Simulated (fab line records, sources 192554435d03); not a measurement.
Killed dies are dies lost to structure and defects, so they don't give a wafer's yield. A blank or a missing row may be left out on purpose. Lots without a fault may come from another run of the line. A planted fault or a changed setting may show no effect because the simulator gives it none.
Chamber matching | flow n5_finfet | N5_BEOL_M8_ETCH_62 on rie_diel-02: 4 sister chambers
The step etches SOC in N2/H2, target depth 110 nm, overetch 22 nm, time 165 s. 4 wafers are shown with their chamber, then 8 later ones without.

WAFERS WITH THEIR CHAMBER
wafer  | chamber | showerhead_plenum_p_Torr (Torr)
L078.5 | 0       | 2.52
L081.3 | 2       | 2.49
L083.6 | 3       | 2.65
L084.1 | 1       | 2.41

WAFERS WITHOUT THEIR CHAMBER
wafer  | showerhead_plenum_p_Torr (Torr)
L084.4 | 2.48
L084.6 | 2.48
L086.1 | 2.51
L086.2 | 2.48
L086.3 | 2.65
L095.2 | 2.40
L095.3 | 2.64
L095.5 | 2.40

WHICH CHAMBER EACH WENT THROUGH
wafer  | from the rows above     | in truth
L084.4 | 2                       | 2
L084.6 | 2                       | 2
L086.1 | can't be placed: 0 or 2 | 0
L086.2 | 2                       | 2
L086.3 | 3                       | 3
L095.2 | 1                       | 1
L095.3 | 3                       | 3
L095.5 | 1                       | 1
Placed correctly: 7 of 8. Can't be placed from these rows: 1 (the true chamber is among the candidates in 1). Placed wrongly: 0.
How it was worked out, from the rows above alone: a wafer's distance from a chamber is the root of the sum, over the readings, of the square of ((its reading less the chamber's mean) divided by the reading's scatter). The wafer belongs to the nearest chamber; if the next one is less than 2 further off, it can't be placed. A chamber's mean is the mean of its shown wafers. The scatter: with one shown wafer a chamber, the root of the mean of the squares of how far each hidden wafer lies from its nearest shown one.
